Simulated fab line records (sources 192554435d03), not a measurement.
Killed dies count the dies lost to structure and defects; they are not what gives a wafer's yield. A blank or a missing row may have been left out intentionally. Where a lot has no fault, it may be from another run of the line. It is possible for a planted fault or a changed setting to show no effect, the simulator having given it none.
One fault seen from 2 desks    flow n5 finfet    every desk sees just its own numbers, and what lay behind them comes last

TOOL OWNER'S DESK, rie si-06
The tool's own readings at N5_BEOL_M0_SAQP_MANDREL_ETCH_20 (etches a-Si in HBr/Cl2, stops on SiNx, target depth 60 nm, bt time 10 s, time 30 s): means of the sampled wafers that have a number, for each lot that ran on this tool. A lot is out of limits, marked OUT, if its mean lies more than 4 standard deviations from the usual mean; the brackets give that distance.
Columns: A = bias w at N5_BEOL_M0_SAQP_MANDREL_ETCH_20, usual 75.03 W; B = drypump motor current A at N5_BEOL_M0_SAQP_MANDREL_ETCH_20, usual 5.7 A; C = mfc cl2 sccm at N5_BEOL_M0_SAQP_MANDREL_ETCH_20, usual 80.00 sccm; D = oes product au at N5_BEOL_M0_SAQP_MANDREL_ETCH_20, usual 0.772 a.u.; E = throttle valve pct at N5_BEOL_M0_SAQP_MANDREL_ETCH_20, usual 35.46 %
lot   first seen here  A                B    C      D      E
L343  day 8 07:13      75.00            5.6  80.09  0.778  35.62
L349  day 9 10:16      93.64 (+85) OUT  5.9  80.26  0.767  35.67
L353  day 10 20:56     93.73 (+85) OUT  5.6  79.80  0.771  35.69
Finding of this desk: L349, L353 out of limits; the first was L349 at day 9 10:16, on bias w at N5_BEOL_M0_SAQP_MANDREL_ETCH_20. L343 stayed within limits.

METROLOGY DESK
Means of the sampled wafers that have a number, per lot and without regard to the tool the lot ran on: this is what the gauges read. A lot is out of limits, marked OUT, if its mean lies more than 4 standard deviations from the usual mean; the brackets give that distance. Only the readings that lie furthest out on some lot appear, 7 of the 10 it has.
Columns: A = IOFF_N at N5_BEOL_M4_RC_MEAS_101, usual 0.168 nA/um; B = IOFF_P at N5_BEOL_M4_RC_MEAS_101, usual 0.22 nA/um; C = ION_N at N5_BEOL_M4_RC_MEAS_101, usual 679 uA/um; D = ION_P at N5_BEOL_M4_RC_MEAS_101, usual 466 uA/um; E = SS_N at N5_BEOL_M4_RC_MEAS_101, usual 71.7 mV/dec; F = VT_N at N5_BEOL_M4_RC_MEAS_101, usual 248.8 mV; G = VT_P at N5_BEOL_M4_RC_MEAS_101, usual -250 mV
lot   first seen here  A      B     C    D    E     F      G
L343  day 10 00:35     0.178  0.21  678  459  71.5  247.3  -252
L349  day 11 22:49     0.151  0.22  679  467  71.4  248.3  -250
L354  day 13 00:36     0.200  0.25  692  474  72.4  247.6  -250
L353  day 13 06:28     0.147  0.17  663  446  72.0  252.7  -259
Finding of this desk: none of the 4 lots has anything out of limits.

TAKEN TOGETHER
On L349, L353, at day 9 10:16, an alarm was possible from the tool owner's desk.
Nothing out of limits was seen by the metrology desk.
The metrology desk has L349, L353 on record, within its limits.
On rie si-06, each named lot ran N5_BEOL_M0_SAQP_MANDREL_ETCH_20.

WHAT HAD BEEN PUT IN BY THE SIMULATOR
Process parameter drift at N5_BEOL_M0_SAQP_MANDREL_ETCH_20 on rie si-06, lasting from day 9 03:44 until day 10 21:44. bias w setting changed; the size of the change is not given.
Shown lots that were struck: L349, L353.
How many hours passed from the start of the fault until each desk's first out-of-limits reading: the tool owner's desk, 7.
